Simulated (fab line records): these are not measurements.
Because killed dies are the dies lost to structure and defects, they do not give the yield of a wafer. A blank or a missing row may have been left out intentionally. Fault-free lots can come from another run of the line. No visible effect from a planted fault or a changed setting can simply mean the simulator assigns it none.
fab line records -- flow nand-harc
record: lots: 5, wafers: 13, last-day: 24
route steps=1159 shown P_GATE@141 P_CONTACT@217 END@1159
lots with no fault: from the same line, run without faults
start-h: the number of hours between the record's first day and the start of the first shown wafer of the lot -- wait-h: hours from the lot's prior step to this one -- " unchanged from the row above -- L1.1+2: one row covering several wafers at once -- - no value present, or no start provided -- * or withheld: withheld -- < > ~ a bound
route shown NAME@n: names a module that has steps shown in the file, with the first one's number in the route -- usual: mean/standard deviation taken from wafers without a fault -- same: alike in all rows -- chamber/n: place in a boat -- sites: the reading at each site -- _std_site: the values' standard deviation -- _edge_site: inner sites' mean taken away from outer sites' mean -- radius-mm: how far each site lies from the wafer's centre -- mask NAME#n: copy n -- behind: the most recent tool/chamber to have shaped the wafer -- hold: why the lot went on hold/how many hours it stayed there/how the hold came to an end -- device: whichever transistor did not switch (one of n, p or np) -- end of line: the same wafers' tests at the end of the route -- a step given without rows: its recipe and nothing more -- killed: dies lost to structure and defects at the first sort, not the wafer's yield -- map: a wafer's dies, marking killed ones x, the rest . and places with no die _
set.NAME: the setting the step ran with; set.NAME@STEP: the setting that earlier step ran with -- model.NAME: the simulator's own value behind a step, which no gauge read
lots at selected steps of the route; one table per step, one row per wafer
services: when a tool's chamber went out of use (start-h, in hours from the record's first day, below 0 if earlier), for how many hours, and the reason
== steps ==
step: NHARC_P_GATE_CD_MEAS_26
recipe: target-cd-nm: 120, landing-energy-ev: 500
usual: cd-nm: 119.7/0.79
lot.wafer,tool,chamber,start-h,wait-h,cd-nm
L906.2,cd-sem-02,0,93.96,-,119.9
L906.3,cd-sem-02,0,93.96,-,121.1
L906.4,cd-sem-02,0,93.96,-,119.7
L909.1,cd-sem-03,0,111.49,-,118.4
L909.4,cd-sem-03,0,111.49,-,120.4
L909.6,cd-sem-03,0,111.49,-,119.7
L911.5,cd-sem-01,0,114.93,-,119.6
L915.1,cd-sem-01,0,143.58,-,118.5
L915.3,cd-sem-01,0,143.58,-,119.2
L915.4,cd-sem-01,0,143.58,-,119.5
L927.1,cd-sem-02,0,219.92,-,119.8
L927.4,cd-sem-02,0,219.92,-,120.8
L927.5,cd-sem-02,0,219.92,-,120.9
step: NHARC_P_GATE_OVL_MEAS_27
usual: overlay-x-nm: -0.2/0.87, overlay-y-nm: -0.3/1.1
lot.wafer,tool,chamber,start-h,wait-h,overlay-x-nm,overlay-y-nm
L906.2,overlay-01,-,94.04,-,0.1,2.6
L906.3,overlay-01,-,94.04,-,0.1,2.1
L906.4,overlay-01,-,94.04,-,-0.2,2.4
L909.1,overlay-01,-,111.58,-,1.0,-0.8
L909.4,overlay-01,-,111.58,-,0.9,-1.4
L909.6,overlay-01,-,111.58,-,0.8,-1.8
L911.5,overlay-01,-,115.01,-,0.2,0.2
L915.1,overlay-01,-,143.67,-,0.2,0.4
L915.3,overlay-01,-,143.67,-,0.2,-0.2
L915.4,overlay-01,-,143.67,-,0.1,0.1
L927.1,overlay-02,-,220.02,-,0.1,0.2
L927.4,overlay-02,-,220.02,-,0.0,0.4
L927.5,overlay-02,-,220.02,-,0.5,0.5
step: NHARC_P_GATE_INSPECT_28
usual: raw-defect-count: 5.2/2.5
lot.wafer,tool,chamber,start-h,wait-h,raw-defect-count
L906.2,defect-inspect-02,-,94.08,0.0,6
L906.3,defect-inspect-02,-,94.08,0.0,3
L906.4,defect-inspect-02,-,94.08,0.0,3
L909.1,defect-inspect-01,-,111.62,0.0,6
L909.4,defect-inspect-01,-,111.62,0.0,3
L909.6,defect-inspect-01,-,111.62,0.0,3
L911.5,defect-inspect-02,-,115.05,0.0,7
L915.1,defect-inspect-02,-,143.71,0.0,2
L915.3,defect-inspect-02,-,143.71,0.0,7
L915.4,defect-inspect-02,-,143.71,0.0,5
L927.1,defect-inspect-01,-,220.06,0.0,4
L927.4,defect-inspect-01,-,220.06,0.0,4
L927.5,defect-inspect-01,-,220.06,0.0,3
step: NHARC_P_GATE_DESCUM_31
recipe: time-s: 3, o2-flow-sccm: 200, ar-flow-sccm: 0, bias-power-w: 0, chemistry: O2
step: NHARC_P_GATE_ETCH_104
recipe: target-depth-a: 600, time-s: withheld, cf4-flow-sccm: 100, chf3-flow-sccm: 30, ar-flow-sccm: 0, rf-w: 500, bias-w: 200, chemistry: CF4/CHF3
step: NHARC_P_GATE_HM_OPEN_105
recipe: target-depth-a: 3600, o2-flow-sccm: 400, cos-flow-sccm: 20, ar-flow-sccm: 0, rf-w: 500, bias-w: 300, chemistry: O2/COS
usual: drypump-motor-current-A: 5.53/0.26, o2-flow-sccm: 400.1/1.3, oes-product-au: 1.001/0.013, rf-vpp-V: 465.8/2.9, showerhead-plenum-p-Torr: 3.06/0.13, throttle-valve-pct: 28.330/0.0094
lot.wafer,tool,chamber,start-h,wait-h,drypump-motor-current-A,o2-flow-sccm,oes-product-au,rf-hours-counter-h,rf-vpp-V,showerhead-plenum-p-Torr,throttle-valve-pct
L906.4,rie-diel-05,3,-,-,5.41,399.4,1.001,38,461.9,2.90,28.330
L906.2,rie-diel-05,0,-,-,5.63,401.2,1.012,35,464.4,3.00,28.335
L906.3,rie-diel-05,1,-,-,5.45,400.9,0.991,38,465.8,3.11,28.326
L909.1,rie-diel-11,3,-,-,5.11,400.5,0.996,16,464.6,2.98,28.338
L909.4,rie-diel-11,0,-,-,5.62,399.0,1.024,15,464.2,2.92,28.323
L909.6,rie-diel-11,3,-,-,5.12,399.7,1.005,-,463.7,2.98,28.332
L911.5,rie-diel-11,3,-,-,5.10,403.2,0.999,-,465.3,2.98,28.341
L915.4,rie-diel-11,1,-,-,5.79,400.2,0.989,20,466.4,3.06,28.332
L915.1,rie-diel-11,2,-,-,5.21,400.9,0.996,21,467.9,3.09,28.351
L915.3,rie-diel-11,3,-,-,5.13,399.4,0.992,21,464.4,2.98,28.326
L927.1,rie-diel-11,3,-,-,5.13,397.4,1.008,4,464.8,2.98,28.324
L927.4,rie-diel-11,2,-,-,5.23,400.5,0.994,3,465.3,3.08,28.329
L927.5,rie-diel-11,3,-,-,5.13,399.1,0.999,-,463.8,2.98,28.345
step: NHARC_P_GATE_STRIP_106
recipe: o2-flow-sccm: 400, cos-flow-sccm: 20, ar-flow-sccm: 0, bias-w: 0, chemistry: O2/COS
step: NHARC_P_GATE_ETCH_114
recipe: target-depth-a: 300, overetch-a: 30, time-s: 16.5, ion-energy-ev: 100, cf4-flow-sccm: 80, o2-flow-sccm: 20, ar-flow-sccm: 0, rf-w: 300, bias-w: 100, chemistry: CF4/O2
usual: drypump-motor-current-A: 5.53/0.27, o2-flow-sccm: 20.00/0.057, oes-product-au: 1.001/0.012, rf-vpp-V: 197.4/1.5, showerhead-plenum-p-Torr: 1.31/0.062, throttle-valve-pct: 13.398/0.0083
lot.wafer,tool,chamber,start-h,wait-h,drypump-motor-current-A,o2-flow-sccm,oes-product-au,rf-hours-counter-h,rf-vpp-V,showerhead-plenum-p-Torr,throttle-valve-pct
L906.3,rie-diel-05,0,-,-,5.59,20.03,1.000,35,197.0,1.28,13.393
L906.2,rie-diel-05,1,-,-,5.44,20.09,0.980,38,199.9,1.33,13.386
L906.4,rie-diel-05,3,-,-,5.38,19.99,1.003,38,196.3,1.24,13.392
L909.1,rie-diel-11,3,-,-,5.11,19.97,1.004,16,196.6,1.27,13.401
L909.4,rie-diel-11,1,-,-,5.76,20.05,1.002,16,197.6,1.31,13.410
L909.6,rie-diel-11,0,-,-,5.64,20.08,1.018,-,196.3,1.24,13.404
L911.5,rie-diel-11,3,-,-,5.12,19.95,0.983,-,197.3,1.27,13.386
L915.3,rie-diel-11,3,-,-,5.10,20.01,1.006,21,196.6,1.27,13.374
L915.4,rie-diel-11,0,-,-,5.64,20.03,1.008,20,195.2,1.24,13.402
L915.1,rie-diel-11,1,-,-,5.77,19.92,0.994,20,196.5,1.31,13.394
L927.4,rie-diel-11,0,-,-,5.62,20.04,1.018,3,198.7,1.24,13.386
L927.1,rie-diel-11,2,-,-,5.19,20.09,1.002,4,197.2,1.32,13.396
L927.5,rie-diel-11,3,-,-,5.12,19.94,0.999,-,197.6,1.27,13.393
step: NHARC_P_GATE_ETCH_32
recipe: target-depth-a: 1500, over-etch-frac: 1, over-etch-ion-energy-ev: 40, time-s: 100.1, hbr-flow-sccm: 150, cl2-flow-sccm: 50, rf-w: 400, icp-w: 400, bias-w: 100, chemistry: HBr/Cl2
usual: drypump-motor-current-A: 5.97/0.29, oes-product-au: 1.004/0.0099, throttle-valve-pct: 26.406/0.0085
same: over-etch-frac: 1
lot.wafer,tool,chamber,start-h,wait-h,drypump-motor-current-A,oes-product-au,rf-hours-counter-h,throttle-valve-pct
L906.2,rie-si-03,1,94.60,-,6.22,1.018,1.0,26.403
L906.3,rie-si-03,3,94.60,-,5.98,1.018,1.1,26.412
L906.4,rie-si-03,0,94.60,-,6.04,1.007,0.9,26.406
L909.1,rie-si-03,0,112.27,-,6.03,1.004,1.1,26.413
L909.4,rie-si-03,1,112.27,-,6.21,1.019,1.3,26.394
L909.6,rie-si-03,0,112.27,-,6.02,1.010,-,26.399
L911.5,rie-si-03,0,115.64,-,6.04,1.005,-,26.395
L915.4,rie-si-04,1,144.23,-,6.04,0.993,0.2,26.417
L915.3,rie-si-04,2,144.23,-,5.88,0.993,0.3,26.419
L915.1,rie-si-04,0,144.23,-,6.25,0.996,0.2,26.392
L927.1,rie-si-03,2,220.60,-,5.82,1.021,0.2,26.394
L927.4,rie-si-03,3,220.60,-,6.03,1.001,0.5,26.394
L927.5,rie-si-03,1,220.60,-,6.23,0.994,-,26.407
step: NHARC_P_GATE_STRIP_108
recipe: o2-flow-sccm: 500, ar-flow-sccm: 0, bias-w: 0, chemistry: O2
usual: drypump-motor-current-A: 5.51/0.25, o2-flow-sccm: 500.2/1.5, oes-product-au: 0.999/0.011, rf-vpp-V: 57.7/0.89, showerhead-plenum-p-Torr: 3.47/0.15, throttle-valve-pct: 17.036/0.0088
lot.wafer,tool,chamber,start-h,wait-h,drypump-motor-current-A,o2-flow-sccm,oes-product-au,rf-hours-counter-h,rf-vpp-V,showerhead-plenum-p-Torr,throttle-valve-pct
L906.3,rie-diel-05,1,94.76,-,5.44,503.5,0.983,38,58.1,3.52,17.053
L906.4,rie-diel-05,2,94.76,-,5.75,500.8,1.010,38,58.3,3.75,17.025
L906.2,rie-diel-05,3,94.76,-,5.40,500.5,1.009,38,57.1,3.28,17.030
L909.4,rie-diel-11,0,112.56,-,5.61,500.6,1.015,15,56.2,3.30,17.025
L909.1,rie-diel-11,2,112.56,-,5.22,498.6,0.993,17,56.5,3.49,17.029
L909.6,rie-diel-11,3,112.56,-,5.13,499.9,0.997,-,56.3,3.37,17.049
L911.5,rie-diel-11,1,115.79,-,5.76,497.9,0.993,-,57.6,3.46,17.040
L915.4,rie-diel-05,1,144.40,-,5.44,498.6,0.999,54,57.6,3.51,17.042
L915.3,rie-diel-05,2,144.40,-,5.74,500.1,0.999,54,58.3,3.74,17.037
L915.1,rie-diel-05,3,144.40,-,5.38,500.7,1.009,53,58.1,3.27,17.016
L927.4,rie-diel-11,3,220.74,-,5.12,498.9,0.991,4,56.6,3.37,17.042
L927.1,rie-diel-11,1,220.74,-,5.79,501.0,1.002,3,57.6,3.45,17.032
L927.5,rie-diel-11,0,220.74,-,5.63,502.0,1.011,-,57.9,3.29,17.045
step: NHARC_P_GATE_CD_MEAS_33
usual: cd-nm: 122/3.2
lot.wafer,tool,chamber,start-h,wait-h,cd-nm
L906.2,cd-sem-02,-,94.94,-,118
L906.3,cd-sem-02,-,94.94,-,128
L906.4,cd-sem-02,-,94.94,-,121
L909.1,cd-sem-03,-,112.72,-,120
L909.4,cd-sem-03,-,112.72,-,122
L909.6,cd-sem-03,-,112.72,-,118
L911.5,cd-sem-01,-,115.92,-,120
L915.1,cd-sem-03,-,144.58,-,125
L915.3,cd-sem-03,-,144.58,-,117
L915.4,cd-sem-03,-,144.58,-,123
L927.1,cd-sem-01,-,220.92,-,123
L927.4,cd-sem-01,-,220.92,-,129
L927.5,cd-sem-01,-,220.92,-,127
step: NHARC_P_GATE_STRIP_35
recipe: time-s: 600, temp-c: 130, chemistry: SPM
step: NHARC_P_GATE_PRECLEAN_73
recipe: time-s: *, temp-c: 50, bath-age-min: 0, chemistry: SC1
usual: nh4oh-flow-mL-min: 28.31/0.097
lot.wafer,tool,chamber,start-h,wait-h,nh4oh-flow-mL-min
L906.4,wet-bench-03,4,95.06,-,28.21
L906.2,wet-bench-03,5,95.06,-,28.44
L906.3,wet-bench-03,6,95.06,-,28.23
L909.4,wet-bench-03,0,112.85,-,28.29
L909.6,wet-bench-03,2,112.85,-,28.36
L909.1,wet-bench-03,3,112.85,-,28.35
L911.5,wet-bench-03,5,116.06,-,28.25
L915.4,wet-bench-09,0,144.70,-,28.36
L915.1,wet-bench-09,3,144.70,-,28.24
L915.3,wet-bench-09,4,144.70,-,28.36
L927.5,wet-bench-03,7,221.04,-,28.27
L927.4,wet-bench-03,1,221.04,-,28.35
L927.1,wet-bench-03,4,221.04,-,28.28
step: NHARC_P_GATE_SRD_74
step: NHARC_P_GATE_ALD_36
recipe: target-thk-a: 200, pulse-time-s: 60, ald-cycles: 223, temp-c: 400, material: SiNx
step: NHARC_P_GATE_ETCHBACK_37
recipe: target-depth-a: 345, time-s: 17.2, chf3-flow-sccm: 50, o2-flow-sccm: 10, ar-flow-sccm: 200, rf-w: 500, bias-w: 200, chemistry: CHF3/O2
step: NHARC_P_GATE_STRIP_101
recipe: time-s: 20, o2-flow-sccm: 500, ar-flow-sccm: 0, bias-w: 0, chemistry: O2
step: NHARC_P_GATE_PRECLEAN_97
recipe: time-s: 600, temp-c: 120, chemistry: SPM
step: NHARC_P_GATE_SRD_98
step: NHARC_P_GATE_PRECLEAN_99
recipe: time-s: *, temp-c: 50, bath-age-min: 0, chemistry: SC1
step: NHARC_P_GATE_SRD_100
step: NHARC_P_GATE_DEHYDRATE_38
recipe: temp-c: 150, time-s: 120
step: NHARC_P_GATE_HMDS_39
recipe: time-s: 30
step: NHARC_P_GATE_COAT_40
recipe: spin-rpm: 3000
step: NHARC_P_GATE_SOFTBAKE_41
recipe: temp-c: 122, time-s: 95
step: NHARC_P_GATE_EBR_42
step: NHARC_P_GATE_EXPOSE_43
recipe: na: 0.6, target-cd-nm: 720, dose-mj: 14.81, mask-id: P_NSD
step: NHARC_P_GATE_PEB_44
recipe: peb-temp-c: 118, peb-time-s: 85
step: NHARC_P_GATE_DEVELOP_45
recipe: time-s: 70
step: NHARC_P_GATE_CD_MEAS_46
recipe: target-cd-nm: 720, landing-energy-ev: 500
usual: cd-nm: 719.5/2.8
lot.wafer,tool,chamber,start-h,wait-h,cd-nm
L906.2,cd-sem-01,0,105.91,-,718.4
L906.3,cd-sem-01,0,105.91,-,716.7
L906.4,cd-sem-01,0,105.91,-,713.9
L909.1,cd-sem-01,0,123.79,-,721.9
L909.4,cd-sem-01,0,123.79,-,723.2
L909.6,cd-sem-01,0,123.79,-,722.9
L911.5,cd-sem-02,0,126.88,-,719.3
L915.1,cd-sem-03,0,157.02,-,719.0
L915.3,cd-sem-03,0,157.02,-,717.5
L915.4,cd-sem-03,0,157.02,-,718.7
L927.1,cd-sem-02,0,231.76,-,719.0
L927.4,cd-sem-02,0,231.76,-,715.5
L927.5,cd-sem-02,0,231.76,-,715.9
step: NHARC_P_GATE_HARDBAKE_47
recipe: temp-c: 125, time-s: 80
step: NHARC_P_GATE_DESCUM_48
recipe: time-s: 3, o2-flow-sccm: 200, ar-flow-sccm: 0, bias-power-w: 0, chemistry: O2
step: NHARC_P_GATE_IMPLANT_49
recipe: energy-kev: 30, dose-cm2: 3e+15, tilt-deg: 7
step: NHARC_P_GATE_STRIP_111
recipe: power-w: 1500, temp-c: 110, time-s: 250, chemistry: N2/H2
usual: drypump-motor-current-A: 5.9/0.38, heater-power-w: 86/5.3
lot.wafer,tool,chamber,start-h,wait-h,drypump-motor-current-A,heater-power-w,rf-hours-counter-h
L906.2,plasma-asher-02,1,106.49,0.2,6.1,83,30
L906.3,plasma-asher-02,0,106.49,0.2,5.4,92,-
L906.4,plasma-asher-02,1,106.49,0.2,6.0,84,-
L909.1,plasma-asher-01,1,124.40,0.2,5.9,88,5
L909.4,plasma-asher-01,0,124.40,0.2,6.4,78,-
L909.6,plasma-asher-01,0,124.40,0.2,6.5,81,-
L911.5,plasma-asher-01,0,127.61,0.3,6.5,78,-
L915.1,plasma-asher-02,1,157.58,0.2,6.0,85,47
L915.3,plasma-asher-02,1,157.58,0.2,6.0,84,-
L915.4,plasma-asher-02,0,157.58,0.2,5.4,92,-
L927.1,plasma-asher-02,1,232.29,0.2,6.1,80,12
L927.4,plasma-asher-02,0,232.29,0.2,5.4,96,-
L927.5,plasma-asher-02,0,232.29,0.2,5.4,94,-
step: NHARC_P_GATE_STRIP_75
recipe: power-w: 1500, temp-c: 250, chemistry: O2
step: NHARC_P_GATE_STRIP_50
recipe: time-s: 900, temp-c: 130, chemistry: SPM
step: NHARC_P_GATE_DEHYDRATE_51
recipe: temp-c: 150, time-s: 120
step: NHARC_P_GATE_HMDS_52
recipe: time-s: 30
step: NHARC_P_GATE_COAT_53
recipe: spin-rpm: 3000
step: NHARC_P_GATE_SOFTBAKE_54
recipe: temp-c: 122, time-s: 95
step: NHARC_P_GATE_EBR_55
step: NHARC_P_GATE_EXPOSE_56
recipe: na: 0.6, target-cd-nm: 720, dose-mj: 14.81, mask-id: P_PSD
step: NHARC_P_GATE_INSPECT_68
usual: raw-defect-count: 188/65
lot.wafer,tool,chamber,start-h,wait-h,hold,raw-defect-count
L906.2,defect-inspect-01,-,112.46,0.1,-,195
L906.3,defect-inspect-01,-,112.46,0.1,-,550
L906.4,defect-inspect-01,-,112.46,0.1,-,163
L909.1,defect-inspect-02,-,130.49,0.2,-,185
L909.4,defect-inspect-02,-,130.49,0.2,-,252
L909.6,defect-inspect-02,-,130.49,0.2,-,148
L911.5,defect-inspect-01,-,133.96,0.1,await-dispo/0.2h/release,565
L911.5,defect-inspect-01,-,134.13,0.2,-,570
L915.1,defect-inspect-02,-,164.59,0.2,-,124
L915.3,defect-inspect-02,-,164.59,0.2,-,103
L915.4,defect-inspect-02,-,164.59,0.2,-,100
L927.1,defect-inspect-01,-,238.16,0.2,-,145
L927.4,defect-inspect-01,-,238.16,0.2,-,160
L927.5,defect-inspect-01,-,238.16,0.2,-,157
step: NHARC_P_CONTACT_DEP_30
recipe: target-thk-a: 300, temp-c: 400, target-thk-nm: 30, flow-sccm: 200, rf-w: 450, material: SiNx
usual: heater-power-w: 687/68
lot.wafer,tool,chamber,start-h,wait-h,hold,heater-power-w
L906.2,pecvd-02,0,112.59,0.1,-,584
L906.4,pecvd-02,1,112.59,0.1,-,626
L906.3,pecvd-02,0,112.59,0.1,-,581
L909.1,pecvd-01,0,130.56,0.1,-,723
L909.4,pecvd-01,0,130.56,0.1,-,707
L909.6,pecvd-01,1,130.56,0.1,-,825
L911.5,pecvd-03,2,136.96,2.8,await-dispo/2.3h/release,618
L915.3,pecvd-01,2,164.79,0.2,-,797
L915.1,pecvd-01,0,164.79,0.2,-,710
L915.4,pecvd-01,1,164.79,0.2,-,777
L927.1,pecvd-02,2,238.25,0.1,-,801
L927.5,pecvd-02,2,238.25,0.1,-,839
L927.4,pecvd-02,0,238.25,0.1,-,667
step: NHARC_END_SORT_01
recipe: temp-c: 25
usual: killed-at-array: 24/8.4, killed-at-periphery: 2.9/1.7, killed-dies: 27/8.6, killed-open: 3.3/1.8, killed-short: 1.8/1.4
same: gross-dies: 677, killed-at-other: 0
lot.wafer,tool,chamber,start-h,wait-h,killed-at-array,killed-at-periphery,killed-dies,killed-open,killed-short
L906.2,prober-01,0,456.21,2.8,19,2,21,4,0
L906.3,prober-01,0,457.00,3.1,15,1,16,1,0
L906.4,prober-01,0,457.79,3.4,21,2,23,5,1
L909.1,prober-01,0,470.98,2.5,24,1,25,5,3
L909.4,prober-01,0,473.38,3.4,24,4,28,4,4
L909.6,prober-01,0,474.97,4.0,26,0,26,4,1
L915.1,prober-01,0,488.84,2.5,27,3,30,5,3
L915.3,prober-01,0,490.45,3.1,31,5,36,5,3
L915.4,prober-01,0,491.25,3.4,28,3,31,6,2
L911.5,prober-02,0,495.87,3.7,6,83,89,1,0
L927.1,prober-01,0,567.27,2.5,16,2,18,2,3
L927.4,prober-01,0,569.67,3.4,26,1,27,6,2
L927.5,prober-01,0,570.46,3.7,24,2,26,4,4
killed by level:class
L906.2 A_SLIT:chamber-film-flake=7 A_STAIRCASE:chamber-film-flake=4 A_CHANNEL_HOLE_D1:chamber-film-flake=3 A_M0:geometric-particle:open=2 P_CONTACT:geometric-particle:open=1 A_CHANNEL_FILL_D1:geometric-particle:open=1 P_STI:chamber-film-flake=1 A_CONTACT:chamber-film-flake=1
L906.3 A_SLIT:chamber-film-flake=10 A_STAIRCASE:chamber-film-flake=2 A_WL_FILL:geometric-particle:open=1 P_STI:chamber-film-flake=1 A_CONTACT:chamber-film-flake=1 A_BONDPAD:chamber-film-flake=1
L906.4 A_SLIT:chamber-film-flake=10 A_CHANNEL_HOLE_D1:chamber-film-flake=3 A_M0:geometric-particle:open=2 A_STAIRCASE:chamber-film-flake=2 P_CONTACT:geometric-particle:open=1 A_STAIRCASE:geometric-particle:short=1 A_CONTACT:geometric-particle:open=1 A_M1:geometric-particle:open=1
L909.1 A_SLIT:chamber-film-flake=6 A_BLC:chamber-film-flake=5 A_SGD_CUT:geometric-particle:open=2 A_WL_FILL:geometric-particle:short=2 A_ZERO_WELL:chamber-film-flake=2 A_CONTACT:chamber-film-flake=2 A_CHANNEL_HOLE_D1:geometric-particle:short=1 A_CHANNEL_FILL_D1:geometric-particle:open=1
L909.4 A_SLIT:chamber-film-flake=8 A_CHANNEL_FILL_D1:geometric-particle:short=3 A_STAIRCASE:chamber-film-flake=3 A_CONTACT:chamber-film-flake=3 P_CONTACT:geometric-particle:open=2 A_CHANNEL_HOLE_D1:chamber-film-flake=2 A_BLC:chamber-film-flake=2 A_CONTACT:geometric-particle:short=1
L909.6 A_SLIT:chamber-film-flake=8 A_BLC:chamber-film-flake=5 A_CONTACT:chamber-film-flake=3 A_CONTACT:geometric-particle:open=2 A_CHANNEL_HOLE_D1:chamber-film-flake=2 A_STAIRCASE:chamber-film-flake=2 A_CHANNEL_HOLE_D1:geometric-particle:open=1 A_BLC:geometric-particle:open=1
L915.1 A_CHANNEL_HOLE_D1:chamber-film-flake=15 A_CONTACT:chamber-film-flake=4 A_CONTACT:geometric-particle:open=2 A_WL_FILL:chamber-film-flake=2 P_GATE:geometric-particle:short=1 P_CONTACT:geometric-particle:open=1 P_M1:geometric-particle:short=1 A_SOURCE_PLATE:geometric-particle:short=1
L915.3 A_CHANNEL_HOLE_D1:chamber-film-flake=15 A_STAIRCASE:chamber-film-flake=4 A_WL_FILL:chamber-film-flake=3 A_CONTACT:chamber-film-flake=3 A_CONTACT:geometric-particle:open=2 P_GATE:geometric-particle:open=1 P_M0:geometric-particle:open=1 P_M1:geometric-particle:open=1
L915.4 A_CHANNEL_HOLE_D1:chamber-film-flake=14 A_CONTACT:geometric-particle:open=3 A_STAIRCASE:chamber-film-flake=3 A_WL_FILL:chamber-film-flake=3 A_CONTACT:chamber-film-flake=2 P_CONTACT:geometric-particle:open=1 P_M1:geometric-particle:short=1 A_CHANNEL_HOLE_D1:geometric-particle:open=1
L911.5 P_GATE:unspecified=81 P_ZERO_WELL:chamber-film-flake=2 A_STAIRCASE:chamber-film-flake=2 A_CONTACT:chamber-film-flake=2 A_ONON_D1:geometric-particle:open=1 A_CHANNEL_HOLE_D1:chamber-film-flake=1
L927.1 A_CONTACT:chamber-film-flake=6 A_CHANNEL_HOLE_D1:chamber-film-flake=4 A_ONON_D1:geometric-particle:short=2 A_CONTACT:geometric-particle:open=2 P_GATE:chamber-film-flake=2 A_CONTACT:geometric-particle:short=1 A_STAIRCASE:chamber-film-flake=1
L927.4 A_CONTACT:chamber-film-flake=10 A_CHANNEL_HOLE_D1:chamber-film-flake=4 A_STAIRCASE:chamber-film-flake=3 A_CHANNEL_FILL_D1:geometric-particle:open=2 A_ONON_D1:geometric-particle:open=1 A_SGD_CUT:geometric-particle:short=1 A_SLIT:geometric-particle:short=1 A_WL_FILL:geometric-particle:open=1
L927.5 A_STAIRCASE:chamber-film-flake=8 A_CHANNEL_HOLE_D1:chamber-film-flake=5 A_CONTACT:chamber-film-flake=4 P_M0:geometric-particle:short=2 A_M0:geometric-particle:open=2 A_ONON_D1:geometric-particle:open=1 A_ONON_D1:geometric-particle:short=1 A_CHANNEL_FILL_D1:geometric-particle:open=1
map L911.5 (x killed, . not)
____________.____________
_________......._________
_______..........._______
______.............______
_____..............._____
____.................____
____............x....____
___............x......___
___......x..xxxxxx....___
__.........xxxxxxx.....__
__.........xxxxxxxx....__
_..........xxxxxxxx....._
_.........xxxxxxxx......_
_..........xxxxxxx......_
_..........xxxxxxx......_
_.........xxxxxxxxx....._
...........xxxxxxx.......
.............xxxxx.......
.............x.xx....x...
............xx.x..x......
...............x...x.....
_.............x........._
_......................._
_....x.................._
_......................._
_......................._
__.....................__
__.....................__
___............x......___
___...................___
____..........x......____
____.................____
_____..............._____
______.............______
_______..........._______
_________......._________
____________.____________
map L909.4 (x killed, . not)
____________.____________
_________......._________
_______........x.._______
______.............______
_____..............._____
____.................____
____.................____
___.x.................___
___...................___
__.x..........x........__
__.............x.......__
_......................._
_......................._
_......................._
_......................._
_................x......_
......x..................
.......x.......x..x......
.........................
.........................
........x................
_...x..................._
_......................._
_.............x........._
_...............x......._
_............x...x......_
__.......x.....x.......__
__........x..xxxx.x....__
___...................___
___...................___
____........x........____
____...x.........x...____
_____...........x..._____
______.............______
_______..........._______
_________......._________
____________.____________
== services ==
tool,chamber,start-h,hours,kind
rie-si-03,0,74.31,14.8,repair
rie-si-04,-,99.00,9.0,pm
plasma-asher-01,-,99.17,9.0,pm
pecvd-01,0,99.34,8.4,repair
pecvd-02,2,100.34,66.6,repair
rie-diel-05,-,115.10,0.3,repair
rie-diel-05,0,115.43,4.8,repair
wet-bench-03,-,146.40,8.0,pm
rie-si-03,0,152.79,7.6,repair
pecvd-02,-,153.00,13.0,pm
rie-si-03,-,155.00,9.0,pm
rie-diel-05,-,171.54,9.0,pm
plasma-asher-01,-,175.15,1.9,repair
pecvd-02,0,180.62,5.0,repair
pecvd-02,-,182.66,1.0,repair
plasma-asher-02,-,183.07,9.0,pm
rie-si-03,2,184.11,7.6,repair
rie-diel-11,-,185.61,0.6,repair
rie-diel-11,-,189.50,9.0,pm
rie-si-03,2,195.39,25.0,repair
plasma-asher-02,-,213.92,3.0,repair
pecvd-01,-,214.97,0.8,repair
wet-bench-03,-,225.40,3.7,repair
pecvd-01,-,237.00,13.0,pm
== key ==
first-sign: step: NHARC_P_GATE_INSPECT_68, reading: raw-defect-count, direction: up, sigmas: 5.8, usual: 188, struck: 565
effect: step: NHARC_P_GATE_INSPECT_68, reading: hold, direction: added
effect: step: NHARC_END_SORT_01, reading: killed-at-periphery, direction: up, sigmas: 47, usual: 2.9, struck: 83
more-kills-born-at: NHARC_P_GATE_PRECLEAN_73@wet-bench-03: 81
met-at NHARC_P_GATE_PRECLEAN_73
struck-wafers L911.5
tester-left-out L911
onset-between 95.06 116.06
also-fits NHARC_P_GATE_STRIP_111:plasma-asher-01
fault: kind: chamber-particle-source, tool: wet-bench-03, chamber: 5, onset-h: 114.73, steps: NHARC_P_GATE_PRECLEAN_73, rate-per-visit-cm2: 0.55978, end-h: 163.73
tester-left-out: of these lots the tester's yield and bins aren't shown, on N5 and GAA mostly nor the transistor test; their killed dies are dies lost to structure and defects alone, not to doping, threshold or leakage, so they don't give the yield
